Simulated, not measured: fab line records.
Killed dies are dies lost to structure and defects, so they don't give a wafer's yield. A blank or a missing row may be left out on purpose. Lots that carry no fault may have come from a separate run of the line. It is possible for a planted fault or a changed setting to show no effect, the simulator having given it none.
fab line records + flow n5Finfet
record
- lots=5
- wafers=12
- lastDay=16
route steps=1938 shown MOL_CONTACT_COAG@615 BEOL_M0_SAQP@632 BEOL_M4@1111 PASSIVATION@1936
lots that met no fault: taken from a fault-free run of the same line
startH: the number of hours between the record's first day and the start of the first shown wafer of the lot + waitH: hours since the lot's step before + " the same as in the row above + L1.1+2: one row covering several wafers at once + - no value, or no start was given + * or withheld: withheld + < > ~ a bound
route shown NAME@n: NAME is a module with steps in the file, n the number in the route of the first one + usual: mean/standard deviation taken from wafers without a fault + same: alike in all rows + chamber/n: place in a boat + sites: the reading at each site + _std_site: the values' standard deviation + _edge_site: the outer-site mean with the inner-site mean subtracted + radiusMm: how far each site lies from the wafer's centre + mask NAME#n: copy n + behind: the tool/chamber that last shaped the wafer + hold: the reason the lot was held/the length of the hold in hours/how it ended + device: transistor that didn't switch, given as n, p or np + end of line: the route-end tests of the same wafers + where a step has no rows: the recipe by itself + killed: dies that structure and defects cost at the first sort, which is not the same as the wafer's yield + map: a wafer's dies, x killed, . not, _ none there
set.NAME: the run value of the setting; set.NAME@STEP: its run value at that earlier step + model.NAME: the simulator's own value behind a step, which no gauge read
lots at some steps of the route; a table a step, a row a wafer
services: a tool's chamber out of use, with start hour (startH, from the record's first day; less than 0 if before it), hours out, and reason
## steps
# step N5_MOL_CONTACT_COAG_VIA_ETCH_117
# recipe
- chemistry=C4F6/O2
- targetDepthA=400
- overetchA=80
- maskMaterial=SOC
- target=SiO2
- biasW=455
- pressureMtorr=10
- timeS=26
- sourceW=325
- Ar_flow_sccm=300
- C4F6_flow_sccm=10
- O2_flow_sccm=10
- ionEnergyEv=575.3
- ends=endPoint
# step N5_MOL_CONTACT_COAG_ETCH_124
# recipe
- chemistry=CH3F/O2
- target=SiNx
- targetDepthA=65
- maskMaterial=SOC
- stopOn=SiOC
- overEtchFrac=0.3
- ionEnergyEv=120
- pressureMtorr=30
- sourceW=395
- biasW=73
- Ar_flow_sccm=150
- CH3F_flow_sccm=30
- O2_flow_sccm=20
- ends=endPoint
# step N5_MOL_CONTACT_COAG_ETCH_48
# recipe
- chemistry=C4F6/O2
- targetDepthA=150
- overetchA=45
- maskMaterial=SOC
- target=SiOC
- biasW=465
- pressureMtorr=10
- timeS=17
- sourceW=335
- Ar_flow_sccm=300
- C4F6_flow_sccm=10
- O2_flow_sccm=10
- ionEnergyEv=576
# step N5_MOL_CONTACT_COAG_STRIP_72
# recipe
- chemistry=N2/H2
- powerW=450
- tempC=40
- pressureMtorr=20
- rfFrequencyHz=6e+07
- overashFraction=3
- biasPowerW=7
- h2Frac=0.5
- n2FlowSccm=200
- h2FlowSccm=200
# step N5_MOL_CONTACT_COAG_STRIP_49
# recipe
- chemistry=N2/H2
- timeS=30
- powerW=1000
- tempC=250
- pressureMtorr=withheld
- n2FlowSccm=1750
- h2FlowSccm=3250
# step N5_MOL_CONTACT_COAG_PRECLEAN_138
# recipe
- chemistry=alkalineClean
- tempC=60
- timeS=60
- doPpb=50
# step N5_MOL_CONTACT_COAG_SRD_139
# recipe
- dry=ipaMarangoni
- timeS=30
- tempC=23
- rinseLiquid=diw
# step N5_MOL_CONTACT_COAG_PRE_CLEAN_121
# recipe
- gas=H2/He
- timeS=*
- tempC=withheld
# step N5_MOL_CONTACT_COAG_CVD_140
# recipe
- material=W
- targetThkA=665
- mode=selectiveFill
- tempC=300
- timeS=215
# step N5_MOL_CONTACT_COAG_PRECLEAN_127
# recipe
- chemistry=DIW
- timeS=57.5
- tempC=23
# step N5_MOL_CONTACT_COAG_SRD_128
# recipe
- dryTimeS=32
- dry=n2Spin
- spinRpm=1500
# step N5_MOL_CONTACT_COAG_CMP_52
# recipe
- stopOn=SiO2
- tOverpolishS=1.5
- postCmpClean=wDiluteNh4oh
- downForcePsi=4
- platenRpm=50.289
- padVelocityMS=1.0006
- targetThkNm=66.5
# usual
- headPressurePsi=4.000/0.0094
- motorCurrentA=11.8/1
- overpolishRunS=1.500/0.008
- padLifeWafers=907/610
- retainingRingPressureFrac=1.000/0.0051
- slurryFilterDpKPa=13.51/0.14
- timeToEndpointS=12.3/2.4
| lot.wafer | tool   | chamber | startH | waitH | headPressurePsi | motorCurrentA | overpolishRunS | padLifeWafers | retainingRingPressureFrac | slurryFilterDpKPa | timeToEndpointS |
|-----------|--------|---------|--------|-------|-----------------|---------------|----------------|---------------|---------------------------|-------------------|-----------------|
| L238.2    | cmp-01 | 3       | 119.91 | 0.1   | 4.008           | 12.1          | 1.494          | 2047          | 1.002                     | 13.53             | 15.6            |
| L238.3    | "      | 1       | "      | "     | 4.008           | 11.2          | 1.518          | 2049          | 1.001                     | 13.69             | 15.5            |
| L238.5    | "      | 3       | "      | "     | 3.994           | 12.4          | 1.501          | -             | 0.999                     | 13.40             | 16.1            |
| L249.4    | cmp-01 | 1       | 184.59 | 0.1   | 3.989           | 10.9          | 1.502          | 487           | 0.992                     | 13.67             | 13.1            |
| L249.6    | "      | 0       | "      | "     | 4.003           | 10.6          | 0.045          | -             | 1.008                     | 13.53             | 26.0            |
| L250.4    | cmp-03 | 1       | 197.60 | 0.0   | 3.996           | 13.0          | 1.496          | 1110          | 0.996                     | 13.42             | 7.3             |
| L250.2    | "      | 2       | "      | "     | 4.006           | 12.8          | 1.492          | 1111          | 1.002                     | 13.68             | 12.2            |
| L250.3    | "      | 3       | "      | "     | 4.015           | 12.4          | 1.499          | 1112          | 0.999                     | 13.49             | 13.1            |
| L252.1    | cmp-01 | 0       | 203.21 | 0.1   | 4.004           | 11.1          | 0.033          | 626           | 1.001                     | 13.69             | 26.0            |
| L252.6    | "      | 2       | "      | "     | 4.000           | 10.8          | 0.040          | -             | 1.003                     | 13.47             | 26.0            |
| L253.4    | cmp-01 | 2       | 211.88 | 0.0   | 3.981           | 11.6          | 1.502          | 696           | 1.001                     | 13.51             | 13.8            |
| L253.6    | "      | 2       | "      | "     | 4.006           | 11.3          | 0.038          | -             | 1.003                     | 13.31             | 26.0            |
# step N5_MOL_CONTACT_COAG_ANNEAL_112
# recipe
- tempC=400
- timeS=1800
- ambient=HPD2
- pressureAtm=10
# step N5_MOL_CONTACT_COAG_INSPECT_97
# recipe
- inspectInstrument=darkfield
- mode=postAnneal
# usual
- rawDefectCount=41/16
| lot.wafer | tool             | chamber | startH | waitH | rawDefectCount |
|-----------|------------------|---------|--------|-------|----------------|
| L238.2    | defectInspect-01 | -       | 123.73 | 0.0   | 58             |
| L238.3    | "                | -       | "      | "     | 50             |
| L238.5    | "                | -       | "      | "     | 49             |
| L249.4    | defectInspect-02 | -       | 187.96 | 0.1   | 41             |
| L249.6    | "                | -       | "      | "     | 905            |
| L250.2    | defectInspect-01 | -       | 200.97 | 0.0   | 30             |
| L250.3    | "                | -       | "      | "     | 54             |
| L250.4    | "                | -       | "      | "     | 36             |
| L252.1    | defectInspect-02 | -       | 206.95 | 0.0   | 886            |
| L252.6    | "                | -       | "      | "     | 1212           |
| L253.4    | defectInspect-02 | -       | 215.29 | 0.1   | 58             |
| L253.6    | "                | -       | "      | "     | 873            |
# step N5_BEOL_M0_SAQP_PECVD_00
# recipe
- material=SiCN
- targetThkA=80
- tempC=withheld
- precursor=3MS/NH3
- pressureTorr=3
- rfW=202
- timeS=14
# step N5_BEOL_M0_SAQP_ILD_DEP_01
# recipe
- material=SiOC
- targetThkA=454.19
- tempC=350
- precursor=DEMS/O2
- pressureTorr=5
- rfW=500
- timeS=8.7
# step N5_BEOL_M0_SAQP_HM_DEP_02
# recipe
- material=TiN
- targetThkA=120
- tempC=25
- chamberPressurePa=0.49996
# step N5_BEOL_M0_SAQP_PECVD_03
# recipe
- material=SiCN
- targetThkA=120
- tempC=withheld
- precursor=3MS/NH3
- pressureTorr=3
- rfW=202
- timeS=21.1
# step N5_BEOL_M0_SAQP_PECVD_96
# recipe
- material=a-Si
- targetThkA=450
- tempC=350
- precursor=SiH4/He
- pressureTorr=3
- rfW=100
- timeS=45.2
# step N5_BEOL_M0_SAQP_PECVD_97
# recipe
- material=SiNx
- targetThkA=230
- tempC=350
- precursor=SiH4/NH3/N2
- pressureTorr=1.5
- rfW=300
- timeS=19.9
# step N5_BEOL_M0_SAQP_PECVD_04
# recipe
- material=a-Si
- targetThkA=600
- tempC=350
- precursor=SiH4/He
- pressureTorr=3
- rfW=100
- timeS=60.2
# step N5_BEOL_M0_SAQP_HM_DEP_111
# recipe
- material=SiO2
- targetThkA=120
- tempC=400
- precursor=SiH4/N2O
- pressureTorr=0.75
- rfW=275
- timeS=7.2
# step N5_BEOL_M0_SAQP_COAT_81
# recipe
- resist=SOC
- tempC=250
- timeS=60
- spinRpm=1500
- resistThkNm=100
# step N5_BEOL_M0_SAQP_COAT_82
# recipe
- resist=SiARC
- tempC=220
- timeS=60
- spinRpm=1500
- resistThkNm=30
# step N5_BEOL_M0_SAQP_COAT_08
# recipe
- resist=CAR-ArF
- spinRpm=1500
- resistThkNm=90
# step N5_BEOL_M0_SAQP_EBR_10
# recipe
- solvent=PGMEA
- ebrWidthMm=1.5
# step N5_BEOL_M0_SAQP_SOFTBAKE_09
# recipe
- tempC=110
- timeS=60
- resist=CAR-ArF
# step N5_BEOL_M0_SAQP_EXPOSE_11
# recipe
- maskId=M0_CORE
- na=1.35
- sourceShape=dipole
- sigmaInner=0.538
- sigmaOuter=0.738
- polarization=te
- targetCdNm=42
- doseMj=55
# step N5_BEOL_M0_SAQP_PEB_12
# recipe
- pebTempC=withheld
- pebTimeS=60
- resist=CAR-ArF
# step N5_BEOL_M0_SAQP_DEVELOP_13
# recipe
- developTimeS=30
- developer=TMAH
- resist=CAR-ArF
- devTempC=23
- rinseLiquid=diw
- dry=airSpin
# step N5_BEOL_M0_SAQP_DESCUM_19
# recipe
- chemistry=O2
- timeS=7.9
- sourcePowerW=50
- biasPowerW=20
- pressureMtorr=20
- rfFrequencyHz=2.712e+07
- tempC=40
- resist=CAR-ArF
- o2FlowSccm=225
# step N5_BEOL_M0_SAQP_ETCH_83
# recipe
- chemistry=CF4
- target=SiARC
- targetDepthA=390
- maskMaterial=CAR-ArF
- timeS=65
- ionEnergyEv=80
- pressureMtorr=40
- sourceW=545
- biasW=36
- Ar_flow_sccm=100
- cf4FlowSccm=100
- ends=cleared
# step N5_BEOL_M0_SAQP_ETCH_84
# recipe
- chemistry=N2/H2
- target=SOC
- targetDepthA=1000
- overetchA=200
- maskMaterial=SiARC
- tempC=40
- timeS=150
- ionEnergyEv=200
- pressureMtorr=30
- sourceW=840
- biasW=150
- n2FlowSccm=200
- h2FlowSccm=200
# step N5_BEOL_M0_SAQP_STRIP_80
# recipe
- chemistry=N2/H2
- tempC=40
- n2FlowSccm=200
- h2FlowSccm=200
- rfFrequencyHz=6e+07
# step N5_BEOL_M0_SAQP_HM_OPEN_112
# recipe
- chemistry=CHF3/O2
- target=SiO2
- stopOn=a-Si
- targetDepthA=120
- overEtchFrac=1.25
- maskMaterial=SOC
- timeS=13.5
- pressureMtorr=30
- sourceW=650
- biasW=170
- Ar_flow_sccm=200
- CHF3_flow_sccm=50
- O2_flow_sccm=5
- ionEnergyEv=200
- ends=endPoint
# step N5_BEOL_M4_RC_MEAS_101
# usual
- DIBL_N=36.2/1.7
- DIBL_P=36.2/2.2
- IOFF_N=0.16/0.035
- IOFF_P=0.21/0.042
- ION_N=673/13
- ION_P=462/7.9
- SS_N=71.4/0.59
- SS_P=73.2/0.7
- VT_N=250/3.6
- VT_P=-251/3.5
| lot.wafer | tool      | chamber | startH | waitH | DIBL_N[mV/V] | DIBL_P[mV/V] | IOFF_N[nA/um] | IOFF_P[nA/um] | ION_N[uA/um] | ION_P[uA/um] | SS_N[mV/dec] | SS_P[mV/dec] | VT_N[mV] | VT_P[mV] |
|-----------|-----------|---------|--------|-------|--------------|--------------|---------------|---------------|--------------|--------------|--------------|--------------|----------|----------|
| L238.2    | prober-02 | 0       | 175.38 | 0.2   | 35.7         | 38.2         | 0.20          | 0.28          | 691          | 470          | 71.4         | 74.0         | 244      | -242     |
| L238.3    | "         | 0       | "      | "     | 35.8         | 37.6         | 0.19          | 0.26          | 680          | 466          | 71.3         | 73.5         | 248      | -243     |
| L238.5    | "         | 0       | "      | "     | 36.6         | 38.1         | 0.21          | 0.26          | 701          | 472          | 72.2         | 74.1         | 245      | -246     |
| L249.4    | prober-01 | 0       | 245.37 | 0.5   | 35.0         | 37.0         | 0.14          | 0.23          | 663          | 470          | 71.2         | 73.3         | 250      | -245     |
| L250.2    | prober-02 | 0       | 251.06 | 0.2   | 37.3         | 37.9         | 0.20          | 0.26          | 697          | 474          | 72.0         | 73.6         | 247      | -246     |
| L250.3    | "         | 0       | "      | "     | 36.7         | 37.5         | 0.18          | 0.25          | 681          | 470          | 71.7         | 74.1         | 248      | -248     |
| L250.4    | "         | 0       | "      | "     | 35.9         | 34.7         | 0.16          | 0.20          | 682          | 472          | 72.6         | 72.5         | 252      | -252     |
| L253.4    | prober-02 | 0       | 281.57 | 0.5   | 34.6         | 33.9         | 0.12          | 0.16          | 664          | 457          | 70.7         | 72.8         | 253      | -254     |
| L253.6    | "         | 0       | "      | "     | 34.0         | 33.8         | 0.12          | 0.16          | 662          | 454          | 71.3         | 73.0         | 254      | -255     |
# step N5_PASSIVATION_PROBE_49
# usual
- defectLimitedYield=91.4/1.4
- killed_at_M0_to_M3=31/10
- killed_at_M4_up=14/5.6
- killedAtContacts=13/6.3
- killedAtFrontEnd=39/10
- killedAtOther=4/3.1
- killedDies=101/16
- killedOnRim=13/3.9
- killedOpen=65/13
- killedShort=34/7.2
- sort_bin_5_function=5.1/0.88
- sort_bin_6_memory=3.2/0.66
- sortNPass=1079/16
- sortYieldPct=91.4/1.4
# same
- grossDies=1180
- killedAtBackSide=0
- sort_bin_4_leakage[%]=0
- sort_bin_8_speed[%]=0
| lot.wafer | tool      | chamber | startH | waitH | defectLimitedYield[%] | killed_at_M0_to_M3 | killed_at_M4_up | killedAtContacts | killedAtFrontEnd | killedAtOther | killedDies | killedOnRim | killedOpen | killedShort | sort_bin_5_function[%] | sort_bin_6_memory[%] | sortNPass | sortYieldPct[%] |
|-----------|-----------|---------|--------|-------|-----------------------|--------------------|-----------------|------------------|------------------|---------------|------------|-------------|------------|-------------|------------------------|----------------------|-----------|-----------------|
| L238.2    | prober-01 | -       | 284.90 | 0.1   | 91.1                  | 20                 | 21              | 19               | 45               | 0             | 105        | 13          | 73         | 31          | 5.9                    | 2.8                  | 1075      | 91.1            |
| L238.3    | prober-01 | -       | 284.95 | 0.1   | 88.4                  | 35                 | 16              | 12               | 62               | 12            | 137        | 19          | 89         | 47          | 6.9                    | 4.3                  | 1043      | 88.4            |
| L238.5    | prober-01 | -       | 285.05 | 0.2   | 92.2                  | 15                 | 15              | 11               | 46               | 5             | 92         | 14          | 59         | 32          | 4.1                    | 3.3                  | 1088      | 92.2            |
| L249.4    | prober-02 | -       | 351.16 | 0.2   | 91.4                  | 26                 | 17              | 9                | 48               | 2             | 102        | 15          | 62         | 33          | 5.0                    | 3.1                  | 1078      | 91.4            |
| L249.6    | prober-02 | -       | 351.26 | 0.3   | 36.8                  | 29                 | 20              | 663              | 26               | 8             | 746        | 15          | 71         | 24          | 5.0                    | 3.1                  | 434       | 36.8            |
| L252.1    | prober-02 | -       | 388.02 | 0.0   | 29.7                  | 32                 | 21              | 727              | 41               | 8             | 829        | 14          | 71         | 38          | 4.9                    | 3.9                  | 351       | 29.7            |
| L252.6    | prober-02 | -       | 388.27 | 0.3   | 0                     | 38                 | 12              | 1079             | 51               | 0             | 1180       | 152         | 62         | 42          | 4.8                    | 3.6                  | 0         | 0               |
| L253.4    | prober-02 | -       | 391.93 | 0.2   | 93.6                  | 29                 | 13              | 7                | 25               | 1             | 75         | 9           | 49         | 25          | 3.4                    | 2.8                  | 1105      | 93.6            |
| L253.6    | prober-02 | -       | 392.03 | 0.3   | 42.9                  | 27                 | 19              | 584              | 38               | 6             | 674        | 152         | 54         | 38          | 4.4                    | 3.4                  | 506       | 42.9            |
# killed by level:class
L238.2 MOL_CONTACT_COAG:geometricParticle:open=16 FIN_SAQP:geometricParticle:open=11 BEOL_M4:geometricParticle:open=10 STI_FIN_REVEAL:geometricParticle:open=8 BEOL_M5:geometricParticle:open=6 FIN_SAQP:geometricParticle:short=5 STARTING-WAFER:geometricParticle:open=5 STI_FIN_REVEAL:geometricParticle:short=4
L238.3 FIN_SAQP:geometricParticle:open=26 FIN_SAQP:geometricParticle:short=10 MOL_CONTACT_COAG:geometricParticle:open=8 BEOL_M0_SAQP:geometricParticle:open=7 STI_FIN_REVEAL:geometricParticle:open=6 BEOL_M0_SAQP:geometricParticle:short=6 ILD0:geometricParticle:open=5 BEOL_M2:geometricParticle:open=5
L238.5 FIN_SAQP:geometricParticle:open=14 MOL_CONTACT_COAG:geometricParticle:open=8 FIN_SAQP:geometricParticle:short=6 ILD0:geometricParticle:short=6 ILD0:geometricParticle:open=5 BEOL_M8:geometricParticle:open=4 STI_FIN_REVEAL:geometricParticle:open=4 BEOL_M0_SAQP:geometricParticle:open=4
L249.4 FIN_SAQP:geometricParticle:short=15 FIN_SAQP:geometricParticle:open=9 MOL_CONTACT_COAG:geometricParticle:open=7 GATE_CUT:geometricParticle:open=6 GATE_CUT:geometricParticle:short=6 BEOL_M3:geometricParticle:open=6 BEOL_M1:geometricParticle:open=4 BEOL_M2:geometricParticle:open=4
L249.6 MOL_CONTACT_COAG:areaCmp=650 MOL_CONTACT_COAG:geometricParticle:open=12 STI_FIN_REVEAL:geometricParticle:open=11 BEOL_M0_SAQP:geometricParticle:short=10 BEOL_M2:geometricParticle:open=9 BEOL_M0_SAQP:geometricParticle:open=7 BEOL_M4:geometricParticle:open=7 BEOL_M5:geometricParticle:open=6
L252.1 MOL_CONTACT_COAG:areaCmp=720 FIN_SAQP:geometricParticle:short=9 BEOL_M5:geometricParticle:open=9 BEOL_M0_SAQP:geometricParticle:open=8 FIN_SAQP:geometricParticle:open=6 STI_FIN_REVEAL:geometricParticle:open=6 BEOL_M1:geometricParticle:open=6 DUMMY_GATE:geometricParticle:open=5
L252.6 MOL_CONTACT_COAG:areaCmp=1075 FIN_SAQP:geometricParticle:open=16 BEOL_M0_SAQP:geometricParticle:short=13 FIN_SAQP:geometricParticle:short=10 BEOL_M1:geometricParticle:open=10 ILD0:geometricParticle:short=5 BEOL_M0_SAQP:geometricParticle:open=5 BEOL_M2:geometricParticle:open=5
L253.4 BEOL_M4:geometricParticle:open=7 BEOL_M3:geometricParticle:open=7 FIN_SAQP:geometricParticle:short=6 BEOL_M0_SAQP:geometricParticle:open=6 MOL_CONTACT_COAG:geometricParticle:open=5 BEOL_M0_SAQP:geometricParticle:short=4 BEOL_M0:geometricParticle:open=4 STARTING-WAFER:geometricParticle:open=4
L253.6 MOL_CONTACT_COAG:areaCmp=578 BEOL_M4:geometricParticle:open=8 BEOL_M0_SAQP:geometricParticle:short=8 FIN_SAQP:geometricParticle:open=7 FIN_SAQP:geometricParticle:short=5 MOL_CONTACT_COAG:geometricParticle:open=5 BEOL_M0_SAQP:geometricParticle:open=5 BEOL_M3:geometricParticle:open=5
# map L249.6 (x killed, . not)
_________________............________________
______________..x....x.........._____________
___________.....................x..__________
__________..............x........x.._________
________.........xxxxxxxxxxxxxx......._______
_______.......xxxxxxxxxxxxxxxxxx......x______
______.......xxxxxxxxxxxxxxxxxxxx.....x._____
_____..x..xxxxxxxxxxxxxxxxxxxxxxxxx...x..____
____.....xxxxxxxxxxxxxxxxxxxxxxxxxxx......___
___......xxxxxxxxxxxxxxxxxxxxxxxxxxxx......__
___.....xxxxxxxxxxxxxxxxxxxxxxxxxxxxxx.....__
__.x....xxxxxxxxxxxxxxxxxxxxxxxxxxxxxx......_
__...x.xxxxxxxxxxxxxxxxxxxxxxxxxxxxxxxxx...._
_......xxxxxxxxxxxxxxxxxxxxxxxxxxxxxxxx.x....
_x.....xxxxxxxxxxxxxxxxxxxxxxxxxxxxxxxx.x....
_.....xxxxxxxxxxxxxxxxxxxxxxxxxxxxxxxxxx.....
_x.x..xxxxxxxxxxxxxxxxxxxxxxxxxxxxxxxxxx.....
_.....xxxxxxxxxxxxxxxxxxxxxxxxxxxxxxxxxx.....
_.x..xxxxxxxxxxxxxxxxxxxxxxxxxxxxxxxxxxx.....
_......xxxxxxxxxxxxxxxxxxxxxxxxxxxxxxxx......
_.x....xxxxxxxxxxxxxxxxxxxxxxxxxxxxxxxx....x.
__.....xxxxxxxxxxxxxxxxxxxxxxxxxxxxxxxx....._
__......xxxxxxxxxxxxxxxxxxxxxxxxxxxxxx.....x_
___.x...xxxxxxxxxxxxxxxxxxxxxxxxxxxxxx.....__
___......xxxxxxxxxxxxxxxxxxxxxxxxxxxx...x..__
____......xxxxxxxxxxxxxxxxxxxxxxxxxx......___
_____......xxxxxxxxxxxxxxxxxxxxxxxx...x..____
______.....x.xxxxxxxxxxxxxxxxxxxxx.....x_____
_______.......xxxxxxxxxxxxxxxxxx.......______
________......x..xxxxxxxxxxxx.......x._______
__________............x........x...._________
___________.............x..xx......__________
______________................x._____________
_________________...x.......x________________
# map L252.6 (x killed, . not)
_________________xxxxxxxxxxxx________________
______________xxxxxxxxxxxxxxxxxx_____________
___________xxxxxxxxxxxxxxxxxxxxxxxx__________
__________xxxxxxxxxxxxxxxxxxxxxxxxxx_________
________xxxxxxxxxxxxxxxxxxxxxxxxxxxxxx_______
_______xxxxxxxxxxxxxxxxxxxxxxxxxxxxxxxx______
______xxxxxxxxxxxxxxxxxxxxxxxxxxxxxxxxxx_____
_____xxxxxxxxxxxxxxxxxxxxxxxxxxxxxxxxxxxx____
____xxxxxxxxxxxxxxxxxxxxxxxxxxxxxxxxxxxxxx___
___xxxxxxxxxxxxxxxxxxxxxxxxxxxxxxxxxxxxxxxx__
___xxxxxxxxxxxxxxxxxxxxxxxxxxxxxxxxxxxxxxxx__
__xxxxxxxxxxxxxxxxxxxxxxxxxxxxxxxxxxxxxxxxxx_
__xxxxxxxxxxxxxxxxxxxxxxxxxxxxxxxxxxxxxxxxxx_
_xxxxxxxxxxxxxxxxxxxxxxxxxxxxxxxxxxxxxxxxxxxx
_xxxxxxxxxxxxxxxxxxxxxxxxxxxxxxxxxxxxxxxxxxxx
_xxxxxxxxxxxxxxxxxxxxxxxxxxxxxxxxxxxxxxxxxxxx
_xxxxxxxxxxxxxxxxxxxxxxxxxxxxxxxxxxxxxxxxxxxx
_xxxxxxxxxxxxxxxxxxxxxxxxxxxxxxxxxxxxxxxxxxxx
_xxxxxxxxxxxxxxxxxxxxxxxxxxxxxxxxxxxxxxxxxxxx
_xxxxxxxxxxxxxxxxxxxxxxxxxxxxxxxxxxxxxxxxxxxx
_xxxxxxxxxxxxxxxxxxxxxxxxxxxxxxxxxxxxxxxxxxxx
__xxxxxxxxxxxxxxxxxxxxxxxxxxxxxxxxxxxxxxxxxx_
__xxxxxxxxxxxxxxxxxxxxxxxxxxxxxxxxxxxxxxxxxx_
___xxxxxxxxxxxxxxxxxxxxxxxxxxxxxxxxxxxxxxxx__
___xxxxxxxxxxxxxxxxxxxxxxxxxxxxxxxxxxxxxxxx__
____xxxxxxxxxxxxxxxxxxxxxxxxxxxxxxxxxxxxxx___
_____xxxxxxxxxxxxxxxxxxxxxxxxxxxxxxxxxxxx____
______xxxxxxxxxxxxxxxxxxxxxxxxxxxxxxxxxx_____
_______xxxxxxxxxxxxxxxxxxxxxxxxxxxxxxxx______
________xxxxxxxxxxxxxxxxxxxxxxxxxxxxxx_______
__________xxxxxxxxxxxxxxxxxxxxxxxxxx_________
___________xxxxxxxxxxxxxxxxxxxxxxxx__________
______________xxxxxxxxxxxxxxxxxx_____________
_________________xxxxxxxxxxxx________________
## services
| tool   | chamber | startH | hours | kind                          |
|--------|---------|--------|-------|-------------------------------|
| cmp-01 | -       | 122.54 | 4.0   | pm                            |
| cmp-01 | -       | 126.54 | -     | consumableReplace:conditioner |
| cmp-01 | -       | 126.54 | -     | consumableReplace:pad         |
| cmp-03 | -       | 134.93 | 0.7   | repair                        |
## key
firstSign
- step=N5_MOL_CONTACT_COAG_CMP_52
- reading=overpolishRunS
- direction=down
- sigmas=99+
- usual=1.500
- struck=0.039
effect
- step=N5_MOL_CONTACT_COAG_CMP_52
- reading=timeToEndpointS
- direction=up
- sigmas=5.6
- usual=*
- struck=*
effect
- step=N5_MOL_CONTACT_COAG_INSPECT_97
- reading=rawDefectCount
- direction=up
- sigmas=60
- usual=41
- struck=969
effect
- step=N5_PASSIVATION_PROBE_49
- reading=killedAtContacts
- direction=up
- sigmas=99+
- usual=13
- struck=763
moreKillsBornAt
- N5_MOL_CONTACT_COAG_CMP_52@cmp-01=3023
metAt N5_MOL_CONTACT_COAG_CMP_52
struckWafers L249.6,L252.1,L252.6,L253.6
laterRowsLeftOut L249.6,L252.1,L252.6
onsetBetween 119.91 184.59
fault
- kind=processParameterDrift
- tool=cmp-01
- chamber=-
- onsetH=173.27
- steps=N5_MOL_CONTACT_COAG_CMP_52
- channel=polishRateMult
- offset=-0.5
- shape=step
- endH=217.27
- scope=struckWafersOnly
# laterRowsLeftOut: the simulator's readings of these wafers behind a module that went badly wrong aren't trusted and aren't shown, but for the sort
